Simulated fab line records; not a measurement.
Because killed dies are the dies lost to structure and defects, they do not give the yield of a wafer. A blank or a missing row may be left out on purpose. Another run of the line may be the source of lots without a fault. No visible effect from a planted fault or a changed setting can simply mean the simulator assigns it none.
fab line records ; flow nand_harc
[record] lots = 6; wafers = 18; last_day = 24
route steps=1159 shown P_CONTACT@241 P_M0@253 END@1159
lots that met no fault: taken from a fault-free run of the same line
start_h: hours from the record's opening day to when the first of the lot's shown wafers began ; wait_h: hours since the lot's step before ; " repeats the value in the row above ; L1.1+2: a single row standing in for several wafers ; - no value, or no start was given ; * or withheld: withheld ; < > ~ a bound
route shown NAME@n: NAME is a module with steps in the file, n the number in the route of the first one ; usual: mean/standard deviation of fault-free wafers ; same: alike in all rows ; chamber/n: place in a boat ; sites: each site's reading ; _std_site: the standard deviation of these ; _edge_site: outer sites' mean less inner sites' ; radius_mm: for every site, how far away it sits from the centre of the wafer ; mask NAME#n: copy n ; behind: the tool/chamber that last shaped the wafer ; hold: cause of the lot's hold/its duration in hours/its outcome ; device: which transistor (n, p or np) failed to switch ; end of line: tests run on the same wafers once the route is complete ; a step with no rows: only its recipe ; killed: at the first sort, the dies lost to defects and structure; wafer yield is something else ; map: per-die view of a wafer (x killed, . not killed, _ where there is no die)
set.NAME: the run value of the setting; set.NAME@STEP: its run value at that earlier step ; model.NAME: the simulator's own value behind a step, which no gauge read
lots at some steps of the route; a table a step, a row a wafer
services: when a tool's chamber went out of use (start_h, in hours from the record's first day, below 0 if earlier), for how many hours, and the reason
[[steps]]
[step NHARC_P_CONTACT_CD_MEAS_19]
[usual] cd_nm = 90.0/1.7
lot.wafer;tool;chamber;start_h;wait_h;cd_nm
L423.3;cd_sem-03;-;112.88;-;88.3
L423.4;cd_sem-03;-;112.88;-;89.2
L423.5;cd_sem-03;-;112.88;-;87.4
L425.2;cd_sem-02;-;133.49;-;92.1
L425.4;cd_sem-02;-;133.49;-;90.5
L425.5;cd_sem-02;-;133.49;-;89.7
L429.2;cd_sem-01;-;151.79;-;90.8
L429.3;cd_sem-01;-;151.79;-;89.1
L429.4;cd_sem-01;-;151.79;-;89.6
L431.2;cd_sem-03;-;158.40;-;90.5
L431.5;cd_sem-03;-;158.40;-;95.6
L431.6;cd_sem-03;-;158.40;-;91.5
L442.1;cd_sem-02;-;232.49;-;91.7
L442.4;cd_sem-02;-;232.49;-;89.2
L442.6;cd_sem-02;-;232.49;-;88.9
L445.2;cd_sem-03;-;240.98;-;91.6
L445.3;cd_sem-03;-;240.98;-;91.1
L445.4;cd_sem-03;-;240.98;-;93.5
[step NHARC_P_CONTACT_STRIP_28]
[recipe] o2_flow_sccm = 500; ar_flow_sccm = 0; bias_w = 0; chemistry = O2
[usual] drypump_motor_current_A = 5.7/0.43; oes_product_au = 1.002/0.015; rf_vpp_V = 57.8/0.91; showerhead_plenum_p_Torr = 3.54/0.12; throttle_valve_pct = 17.037/0.0096
lot.wafer;tool;chamber;start_h;wait_h;drypump_motor_current_A;oes_product_au;rf_hours_counter_h;rf_vpp_V;showerhead_plenum_p_Torr;throttle_valve_pct
L423.3;rie_diel-10;0;113.09;0.2;5.7;1.025;11;56.5;3.35;17.048
L423.4;rie_diel-10;3;113.09;0.2;5.4;0.984;-;57.2;3.59;17.028
L423.5;rie_diel-10;0;113.09;0.2;5.7;1.031;-;57.7;3.35;17.030
L425.4;rie_diel-10;3;133.57;0.1;5.4;0.982;13;58.2;3.58;17.043
L425.2;rie_diel-10;2;133.57;0.1;5.0;0.993;12;57.8;3.46;17.047
L425.5;rie_diel-10;3;133.57;0.1;5.4;0.985;-;58.2;3.59;17.047
L429.2;rie_diel-10;3;151.88;0.1;5.4;0.994;14;58.4;3.58;17.032
L429.4;rie_diel-10;0;151.88;0.1;5.7;1.015;15;57.2;3.34;17.043
L429.3;rie_diel-10;1;151.88;0.1;5.7;0.998;13;56.7;3.55;17.033
L431.2;rie_diel-10;0;158.47;0.1;5.7;1.023;15;57.6;3.34;17.048
L431.5;rie_diel-10;0;158.47;0.1;5.7;1.023;-;56.2;3.34;17.038
L431.6;rie_diel-10;1;158.47;0.1;5.6;1.003;-;57.8;3.55;17.049
L442.1;rie_diel-10;3;232.61;0.1;5.4;0.996;5;59.9;3.58;17.030
L442.4;rie_diel-10;1;232.61;0.1;5.7;0.981;-;58.9;3.55;17.055
L442.6;rie_diel-10;2;232.61;0.1;5.0;1.015;-;58.3;3.46;17.034
L445.2;rie_diel-10;1;241.05;0.1;5.7;1.002;5;57.3;3.55;17.037
L445.4;rie_diel-10;2;241.05;0.1;5.0;1.001;6;57.8;3.46;17.051
L445.3;rie_diel-10;3;241.05;0.1;5.5;1.001;6;58.9;3.58;17.026
[step NHARC_P_CONTACT_STRIP_29]
[recipe] time_s = 1200; temp_c = 72.5; chemistry = post_etch_residue_remover
[step NHARC_P_CONTACT_DEGAS_38]
[recipe] temp_c = 300; time_s = 60
[usual] heater_power_w = 486/63
lot.wafer;tool;chamber;start_h;wait_h;heater_power_w
L423.3;pvd_sputter-02;-;113.73;-;534
L423.4;pvd_sputter-02;-;113.73;-;385
L423.5;pvd_sputter-02;-;113.73;-;541
L425.2;pvd_sputter-02;-;134.23;-;381
L425.4;pvd_sputter-02;-;134.23;-;529
L425.5;pvd_sputter-02;-;134.23;-;547
L429.4;pvd_sputter-02;-;152.49;-;544
L429.2;pvd_sputter-02;-;152.49;-;542
L429.3;pvd_sputter-02;-;152.49;-;392
L431.2;pvd_sputter-02;-;159.11;-;393
L431.5;pvd_sputter-02;-;159.11;-;384
L431.6;pvd_sputter-02;-;159.11;-;557
L442.4;pvd_sputter-01;-;233.23;-;568
L442.1;pvd_sputter-01;-;233.23;-;474
L442.6;pvd_sputter-01;-;233.23;-;479
L445.3;pvd_sputter-02;-;241.75;-;503
L445.4;pvd_sputter-02;-;241.75;-;529
L445.2;pvd_sputter-02;-;241.75;-;392
[step NHARC_P_CONTACT_PRE_CLEAN_39]
[recipe] time_s = 19.5; bias_v = 250; gas = Ar
[step NHARC_P_CONTACT_PVD_32]
[recipe] target_thk_a = 50; chamber_pressure_pa = 5; power_w = 5000; substrate_temp_c = 200; time_s = 17.7; material = Ti
[usual] substrate_temp_c = 200.01/0.17; throttle_valve_pct = 30.3/1.2
lot.wafer;tool;chamber;start_h;wait_h;substrate_temp_c;throttle_valve_pct
L423.4;pvd_sputter-02;-;-;-;200.16;31.6
L423.3;pvd_sputter-02;-;-;-;199.95;27.7
L423.5;pvd_sputter-02;-;-;-;200.19;31.5
L425.4;pvd_sputter-02;-;-;-;200.17;31.5
L425.2;pvd_sputter-02;-;-;-;199.83;27.9
L425.5;pvd_sputter-02;-;-;-;199.78;27.7
L429.4;pvd_sputter-02;-;152.72;0.1;199.88;31.1
L429.2;pvd_sputter-02;-;152.72;0.1;199.96;28.1
L429.3;pvd_sputter-02;-;152.72;0.1;199.89;29.2
L431.2;pvd_sputter-02;-;-;-;200.03;29.0
L431.6;pvd_sputter-02;-;-;-;199.96;29.2
L431.5;pvd_sputter-02;-;-;-;200.05;31.5
L442.4;pvd_sputter-01;-;-;-;199.71;31.0
L442.1;pvd_sputter-01;-;-;-;200.07;30.4
L442.6;pvd_sputter-01;-;-;-;200.35;30.7
L445.3;pvd_sputter-02;-;-;-;199.93;28.0
L445.4;pvd_sputter-02;-;-;-;200.00;30.5
L445.2;pvd_sputter-02;-;-;-;200.02;31.9
[step NHARC_P_CONTACT_ALD_22]
[recipe] target_thk_a = 30; pulse_time_s = 1; ald_cycles = 150; temp_c = 450; material = TiN
[usual] heater_power_w = 1095/95; precursor_pulse_height_rel = 1.000/0.022
lot.wafer;tool;chamber;start_h;wait_h;heater_power_w;precursor_pulse_height_rel
L423.4;ald_metal-01;0;114.00;-;981;1.044
L423.3;ald_metal-01;1;114.00;-;1229;0.995
L423.5;ald_metal-01;2;114.00;-;1176;1.048
L425.4;ald_metal-01;1;134.53;-;1217;1.003
L425.2;ald_metal-01;0;134.53;-;943;0.969
L425.5;ald_metal-01;1;134.53;-;1237;1.014
L429.3;ald_metal-02;2;152.92;0.1;919;1.001
L429.4;ald_metal-02;3;152.92;0.1;1228;1.011
L429.2;ald_metal-02;0;152.92;0.1;1162;0.989
L431.2;ald_metal-01;1;159.41;-;1213;0.995
L431.6;ald_metal-01;2;159.41;-;1209;0.985
L431.5;ald_metal-01;3;159.41;-;1158;1.012
L442.1;ald_metal-02;1;233.47;-;1129;0.968
L442.4;ald_metal-02;2;233.47;-;975;0.994
L442.6;ald_metal-02;1;233.47;-;1109;0.973
L445.3;ald_metal-04;1;242.04;-;1048;1.013
L445.2;ald_metal-04;3;242.04;-;1048;1.014
L445.4;ald_metal-04;0;242.04;-;1054;1.013
[step NHARC_P_CONTACT_CVD_23]
[recipe] target_thk_a = 2000; temp_c = 300; pressure_torr = 40; wf6_flow_sccm = 40; h2_flow_sccm = 1600; ar_flow_sccm = 1560; time_s = 557; material = W
[step NHARC_P_CONTACT_CMP_24]
[recipe] t_overpolish_s = 30; target_thk_nm = 200
[usual] motor_current_A = 11.7/0.8; overpolish_run_s = 30.000/0.0093; retaining_ring_pressure_frac = 1.000/0.0052; time_to_endpoint_s = 38.5/2.9
lot.wafer;tool;chamber;start_h;wait_h;motor_current_A;overpolish_run_s;retaining_ring_pressure_frac;time_to_endpoint_s
L423.4;cmp-02;1;114.82;0.3;11.2;30.008;0.999;36.6
L423.3;cmp-02;3;114.82;0.3;13.0;30.005;0.999;34.9
L423.5;cmp-02;2;114.82;0.3;11.7;29.996;0.998;37.4
L425.2;cmp-01;2;135.44;0.6;11.9;30.001;1.007;37.0
L425.4;cmp-01;3;135.44;0.6;10.9;29.999;0.999;42.6
L425.5;cmp-01;0;135.44;0.6;12.1;30.005;1.000;39.0
L429.2;cmp-02;2;153.79;0.5;12.9;30.007;1.003;43.1
L429.3;cmp-02;3;153.79;0.5;13.1;30.009;0.994;37.8
L429.4;cmp-02;0;153.79;0.5;12.8;30.005;1.002;43.4
L431.2;cmp-02;0;167.15;0.6;13.2;30.003;1.007;41.7
L431.6;cmp-02;2;167.15;0.6;12.2;30.004;1.005;42.6
L431.5;cmp-02;3;167.15;0.6;13.2;29.993;1.002;37.7
L442.1;cmp-02;3;237.66;0.6;13.0;29.986;0.998;36.7
L442.4;cmp-02;2;237.66;0.6;11.6;30.007;1.012;39.0
L442.6;cmp-02;3;237.66;0.6;12.5;29.996;0.998;36.2
L445.4;cmp-03;1;242.90;0.3;11.3;29.996;1.003;37.5
L445.2;cmp-03;2;242.90;0.3;11.9;30.010;1.002;42.2
L445.3;cmp-03;3;242.90;0.3;12.2;30.013;0.999;36.2
[step NHARC_P_CONTACT_SRD_26]
[step NHARC_P_CONTACT_INSPECT_27]
[usual] raw_defect_count = 301/120
lot.wafer;tool;chamber;start_h;wait_h;raw_defect_count
L423.3;defect_inspect-01;-;115.22;0.1;137
L423.4;defect_inspect-01;-;115.22;0.1;124
L423.5;defect_inspect-01;-;115.22;0.1;95
L425.2;defect_inspect-01;-;135.80;0.1;287
L425.4;defect_inspect-01;-;135.80;0.1;212
L425.5;defect_inspect-01;-;135.80;0.1;166
L429.2;defect_inspect-02;-;154.17;0.1;356
L429.3;defect_inspect-02;-;154.17;0.1;246
L429.4;defect_inspect-02;-;154.17;0.1;172
L431.2;defect_inspect-02;-;167.51;0.1;637
L431.5;defect_inspect-02;-;167.51;0.1;696
L431.6;defect_inspect-02;-;167.51;0.1;636
L442.1;defect_inspect-02;-;239.00;0.1;221
L442.4;defect_inspect-02;-;239.00;0.1;418
L442.6;defect_inspect-02;-;239.00;0.1;344
L445.2;defect_inspect-02;-;243.32;0.1;378
L445.3;defect_inspect-02;-;243.32;0.1;253
L445.4;defect_inspect-02;-;243.32;0.1;491
[step NHARC_P_M0_DEP_00]
[recipe] target_thk_a = 1500; target_thk_nm = 150; temp_c = withheld; pressure_torr = 5; flow_sccm = 200; rf_w = 600; material = SiOC
[usual] rf_fwd_power_W = 598.5/1.8; showerhead_vpp_V = 1583/88
lot.wafer;tool;chamber;start_h;wait_h;rf_fwd_power_W;showerhead_vpp_V
L423.3;pecvd-02;2;115.38;0.2;601.2;1694
L423.5;pecvd-02;1;115.38;0.2;597.3;1747
L423.4;pecvd-02;2;115.38;0.2;599.2;1654
L425.2;pecvd-04;1;135.96;0.2;597.8;1491
L425.4;pecvd-04;2;135.96;0.2;596.7;1614
L425.5;pecvd-04;0;135.96;0.2;599.5;1519
L429.3;pecvd-01;1;154.23;0.1;597.2;1466
L429.2;pecvd-01;2;154.23;0.1;597.6;1550
L429.4;pecvd-01;1;154.23;0.1;594.7;1442
L429.3;pecvd-01;1;154.74;-;600.7;1466
L429.2;pecvd-01;2;154.74;-;598.2;1566
L429.4;pecvd-01;1;154.74;-;600.1;1445
L431.2;pecvd-04;1;167.67;0.2;600.5;1477
L431.5;pecvd-04;2;167.67;0.2;597.6;1608
L431.6;pecvd-04;0;167.67;0.2;599.7;1525
L431.2;pecvd-04;1;168.34;-;599.9;1486
L431.5;pecvd-04;2;168.34;-;598.2;1624
L431.6;pecvd-04;0;168.34;-;600.5;1511
L442.1;pecvd-04;0;239.55;0.6;601.0;1502
L442.6;pecvd-04;1;239.55;0.6;597.1;1485
L442.4;pecvd-04;2;239.55;0.6;599.9;1614
L445.3;pecvd-04;1;243.47;0.2;599.5;1466
L445.2;pecvd-04;0;243.47;0.2;597.9;1488
L445.4;pecvd-04;2;243.47;0.2;596.3;1609
[step NHARC_P_M0_DEHYDRATE_01]
[recipe] temp_c = 150; time_s = 120
[step NHARC_END_SORT_01]
[recipe] temp_c = 25
[usual] defect_limited_yield = 95.8/1.3; killed_at_array = 24/8.7; killed_at_other = 0.8/1.2; killed_at_periphery = 3.6/2.3; killed_dies = 28/8.9; killed_open = 3.2/1.9; killed_short = 2.0/1.6; sort_bin_2_pct = 1.3/0.57; sort_bin_3_pct = 0.22/0.19; sort_bin_4_pct = 2.7/0.89; sort_n_pass = 649/8.9; sort_rim_yield_pct = 95/3.1; sort_yield_pct = 95.8/1.3
[same] gross_dies = 677; sort_bin_5_pct[%] = 0; sort_bin_6_pct[%] = 0; sort_bin_7_pct[%] = 0; sort_bin_8_pct[%] = 0; sort_rim_n_gross = 106.00
lot.wafer;tool;chamber;start_h;wait_h;defect_limited_yield[%];killed_at_array;killed_at_other;killed_at_periphery;killed_dies;killed_open;killed_short;sort_bin_2_pct[%];sort_bin_3_pct[%];sort_bin_4_pct[%];sort_n_pass;sort_rim_yield_pct[%];sort_yield_pct[%]
L431.2;prober-02;0;497.57;2.8;0;31;0;646;677;4;1;96.3;0;3.7;0;0;0
L431.5;prober-02;0;500.00;3.7;0;26;0;651;677;5;0;96.5;0;3.5;0;0;0
L431.6;prober-02;0;500.81;4.1;0;27;0;650;677;4;4;97.0;0.15;2.8;0;0;0
L429.2;prober-01;0;505.23;2.8;0;20;0;657;677;4;3;97.5;0.15;2.4;0;0;0
L429.3;prober-01;0;506.04;3.1;0;23;1;653;677;2;4;97.5;0.44;2.1;0;0;0
L429.4;prober-01;0;506.85;3.4;0;22;1;654;677;3;1;97.6;0;2.4;0;0;0
// killed by level:class
L431.2 P_M0:area_dep=640 A_SLIT:chamber_film_flake=11 A_CHANNEL_HOLE_D1:chamber_film_flake=6 A_CONTACT:chamber_film_flake=5 A_WL_FILL:chamber_film_flake=4 P_ZERO_WELL:chamber_film_flake=3 A_SGD_CUT:geometric_particle:open=2 P_M2:chamber_film_flake=2
L431.5 P_M0:area_dep=641 A_SLIT:chamber_film_flake=11 P_ZERO_WELL:chamber_film_flake=4 P_M2:chamber_film_flake=4 A_CHANNEL_HOLE_D1:chamber_film_flake=4 A_WL_FILL:chamber_film_flake=4 A_STAIRCASE:chamber_film_flake=3 P_CONTACT:geometric_particle:open=1
L431.6 P_M0:area_dep=641 A_SLIT:chamber_film_flake=11 A_CONTACT:chamber_film_flake=4 A_CHANNEL_HOLE_D1:chamber_film_flake=3 A_WL_FILL:chamber_film_flake=3 P_CONTACT:geometric_particle:open=2 P_ZERO_WELL:chamber_film_flake=2 P_M2:chamber_film_flake=2
L429.2 P_M0:area_dep=654 A_CHANNEL_HOLE_D1:chamber_film_flake=11 A_ONON_D1:geometric_particle:open=2 A_M0:geometric_particle:short=2 A_STAIRCASE:chamber_film_flake=2 P_M2:geometric_particle:open=1 A_SOURCE_PLATE:geometric_particle:open=1 A_ONON_D1:geometric_particle:short=1
L429.3 P_M0:area_dep=651 A_CHANNEL_HOLE_D1:chamber_film_flake=18 P_GATE:geometric_particle:short=2 A_M0:geometric_particle:open=2 A_WL_FILL:geometric_particle:short=1 A_BLC:geometric_particle:short=1 A_STAIRCASE:chamber_film_flake=1 THIN_TSV:chamber_film_flake=1
L429.4 P_M0:area_dep=653 A_CHANNEL_HOLE_D1:chamber_film_flake=16 A_CONTACT:chamber_film_flake=2 A_ONON_D1:geometric_particle:open=1 A_ONON_D1:geometric_particle:short=1 A_CHANNEL_HOLE_D1:geometric_particle:open=1 A_CHANNEL_FILL_D1:geometric_particle:open=1 P_GATE:chamber_film_flake=1
// map L429.2 (x killed, . not)
____________x____________
_________xxxxxxx_________
_______xxxxxxxxxxx_______
______xxxxxxxxxxxxx______
_____xxxxxxxxxxxxxxx_____
____xxxxxxxxxxxxxxxxx____
____xxxxxxxxxxxxxxxxx____
___xxxxxxxxxxxxxxxxxxx___
___xxxxxxxxxxxxxxxxxxx___
__xxxxxxxxxxxxxxxxxxxxx__
__xxxxxxxxxxxxxxxxxxxxx__
_xxxxxxxxxxxxxxxxxxxxxxx_
_xxxxxxxxxxxxxxxxxxxxxxx_
_xxxxxxxxxxxxxxxxxxxxxxx_
_xxxxxxxxxxxxxxxxxxxxxxx_
_xxxxxxxxxxxxxxxxxxxxxxx_
xxxxxxxxxxxxxxxxxxxxxxxxx
xxxxxxxxxxxxxxxxxxxxxxxxx
xxxxxxxxxxxxxxxxxxxxxxxxx
xxxxxxxxxxxxxxxxxxxxxxxxx
xxxxxxxxxxxxxxxxxxxxxxxxx
_xxxxxxxxxxxxxxxxxxxxxxx_
_xxxxxxxxxxxxxxxxxxxxxxx_
_xxxxxxxxxxxxxxxxxxxxxxx_
_xxxxxxxxxxxxxxxxxxxxxxx_
_xxxxxxxxxxxxxxxxxxxxxxx_
__xxxxxxxxxxxxxxxxxxxxx__
__xxxxxxxxxxxxxxxxxxxxx__
___xxxxxxxxxxxxxxxxxxx___
___xxxxxxxxxxxxxxxxxxx___
____xxxxxxxxxxxxxxxxx____
____xxxxxxxxxxxxxxxxx____
_____xxxxxxxxxxxxxxx_____
______xxxxxxxxxxxxx______
_______xxxxxxxxxxx_______
_________xxxxxxx_________
____________x____________
// map L431.2 (x killed, . not)
____________x____________
_________xxxxxxx_________
_______xxxxxxxxxxx_______
______xxxxxxxxxxxxx______
_____xxxxxxxxxxxxxxx_____
____xxxxxxxxxxxxxxxxx____
____xxxxxxxxxxxxxxxxx____
___xxxxxxxxxxxxxxxxxxx___
___xxxxxxxxxxxxxxxxxxx___
__xxxxxxxxxxxxxxxxxxxxx__
__xxxxxxxxxxxxxxxxxxxxx__
_xxxxxxxxxxxxxxxxxxxxxxx_
_xxxxxxxxxxxxxxxxxxxxxxx_
_xxxxxxxxxxxxxxxxxxxxxxx_
_xxxxxxxxxxxxxxxxxxxxxxx_
_xxxxxxxxxxxxxxxxxxxxxxx_
xxxxxxxxxxxxxxxxxxxxxxxxx
xxxxxxxxxxxxxxxxxxxxxxxxx
xxxxxxxxxxxxxxxxxxxxxxxxx
xxxxxxxxxxxxxxxxxxxxxxxxx
xxxxxxxxxxxxxxxxxxxxxxxxx
_xxxxxxxxxxxxxxxxxxxxxxx_
_xxxxxxxxxxxxxxxxxxxxxxx_
_xxxxxxxxxxxxxxxxxxxxxxx_
_xxxxxxxxxxxxxxxxxxxxxxx_
_xxxxxxxxxxxxxxxxxxxxxxx_
__xxxxxxxxxxxxxxxxxxxxx__
__xxxxxxxxxxxxxxxxxxxxx__
___xxxxxxxxxxxxxxxxxxx___
___xxxxxxxxxxxxxxxxxxx___
____xxxxxxxxxxxxxxxxx____
____xxxxxxxxxxxxxxxxx____
_____xxxxxxxxxxxxxxx_____
______xxxxxxxxxxxxx______
_______xxxxxxxxxxx_______
_________xxxxxxx_________
____________x____________
[[services]]
tool;chamber;start_h;hours;kind
cmp-02;-;95.12;3.1;repair
ald_metal-01;-;102.00;10.0;pm
rie_diel-10;2;112.56;2.2;repair
pvd_sputter-01;-;118.21;63.5;repair
cmp-02;-;128.50;4.0;pm
ald_metal-01;-;150.84;2.7;repair
cmp-02;-;156.54;1.3;repair
ald_metal-02;3;159.60;6.2;repair
rie_diel-10;-;176.50;9.0;pm
pvd_sputter-01;-;181.74;10.0;pm
cmp-02;-;183.24;0.3;repair
ald_metal-01;1;185.23;21.0;repair
ald_metal-02;-;186.00;10.0;pm
pecvd-04;-;195.36;13.0;pm
pvd_sputter-01;-;199.24;6.4;repair
rie_diel-10;1;204.97;3.9;repair
ald_metal-02;0;210.96;12.9;repair
cmp-02;-;213.32;2.1;repair
cmp-02;-;215.55;0.4;repair
pvd_sputter-02;-;217.21;10.0;pm
rie_diel-10;0;217.32;19.7;repair
cmp-02;-;220.39;1.6;repair
cmp-02;-;226.50;4.0;pm
rie_diel-10;1;226.61;1.7;repair
[[key]]
[first_sign] step = NHARC_P_M0_DEP_00; reading = visit; direction = added
[effect] step = NHARC_END_SORT_01; reading = killed_at_periphery; direction = up; sigmas = 99+; usual = 3.6; struck = 651.8
[more_kills_born_at] NHARC_P_M0_DEP_00@pecvd-01 = 1958; NHARC_P_M0_DEP_00@pecvd-04 = 1922
met_at NHARC_P_M0_DEP_00
struck_wafers L429.2,L429.3,L429.4,L431.2,L431.5,L431.6
later_rows_left_out L429.2,L429.3,L429.4,L431.2,L431.5,L431.6
[fault] kind = repeated_step_whole; tool = pecvd-01,pecvd-02,pecvd-04; chamber = -; onset_h = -; steps = NHARC_P_M0_DEP_00; times = 1; scope = struck_lots_only
// later_rows_left_out: the simulator's readings of these wafers behind a module that went badly wrong aren't trusted and aren't shown, but for the sort
